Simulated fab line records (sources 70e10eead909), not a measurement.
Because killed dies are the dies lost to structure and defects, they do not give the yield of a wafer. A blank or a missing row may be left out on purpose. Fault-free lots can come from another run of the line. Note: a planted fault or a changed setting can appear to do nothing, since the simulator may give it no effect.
Code-filled problem report in 8D (eight disciplines) form    flow nand_harc    the parts of the form that need people (team, actions taken, sign-off) are left out

1. WHAT IS WRONG
Mean of killed_at_array at NHARC_END_SORT_01: 668 across 6 wafers in 2 lots; on wafers with no fault it is 27 (standard deviation 10). That is +64 standard deviations from the usual mean.
The first sign was on wafer L996.1 at day 21 12:47, on prober-01. At this step, 6 wafers from 2 lots have a number in the record. Rule for "out" (also "out of limits"): further than 4 standard deviations from the usual mean. The other wafers with a number count as sound.

2. WHAT IT IS; WHAT IT IS NOT
question                     is                            is not
which readings at this step  killed_at_array, killed_dies  killed_at_other
which lots                   L995, L996                    -
which wafers of those lots   all that have a number        -
read on which gauges         prober-01                     -
when                         from day 21 12:47             up to then (0 sound wafers)

3. WHAT RULES OUT EACH SUSPECT
Counting: a tool stays on the suspect list if, at a process step up to the reading, it processed all lots that are out and no sound lot following the first of them.
- the gauge at NHARC_END_SORT_01: kept. All the wafers that are out were read on prober-01, and no step on other tools shows them out.
- pecvd-03 at NHARC_A_CONTACT_DEP_58 (deposits SiON, target thk 60 nm): kept. It ran every lot that is out, first L996 (day 18 22:43), and no sound lot after that.
The count leaves prober-01 at NHARC_END_SORT_01 and pecvd-03 at NHARC_A_CONTACT_DEP_58.

4. THE CAUSE (what the simulator had put in)
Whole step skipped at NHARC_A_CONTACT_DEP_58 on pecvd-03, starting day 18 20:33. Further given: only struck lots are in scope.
Counting leaves 2 suspects; this tool is one of them.

5. THE CHAIN OF EFFECTS, in route order
One row per reading whose mean, taken over the struck wafers that have a number, lies over 3 standard deviations from the usual. Only readings for which the record gives a usual standard deviation are gone through. hours: the time from each lot's start at the first step in this table that gives one to its start at this step, as a median over the lots. sigmas: the change in usual standard deviations.
hours  step               reading          usual  on struck wafers  change  sigmas
0      NHARC_END_SORT_01  killed_at_array  27     668               +641    +64
0      NHARC_END_SORT_01  killed_dies      31     677               +646    +65
Readings that are blank on the struck wafers while sound wafers have them: chamber_pressure_Torr at NHARC_A_CONTACT_DEP_58; heater_power_outer_w at NHARC_A_CONTACT_DEP_58; heater_power_w at NHARC_A_CONTACT_DEP_58.

6. WHAT WOULD HAVE CAUGHT IT SOONER
Counted from the fault's start at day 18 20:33, it took 64 hours until the first out-of-limits reading at a measuring or inspecting step in this record, taken at day 21 12:47.
At NHARC_A_CONTACT_DEP_58 the tool's readings are blank on the struck wafers, where sound wafers have them: an empty tool record is the first sign, and it was there at once.
The start of NHARC_A_CONTACT_DEP_58 on pecvd-03 came by day 21 12:47 for every one of the lots that are out (2). Holding the tool at that point would not have protected any of them.
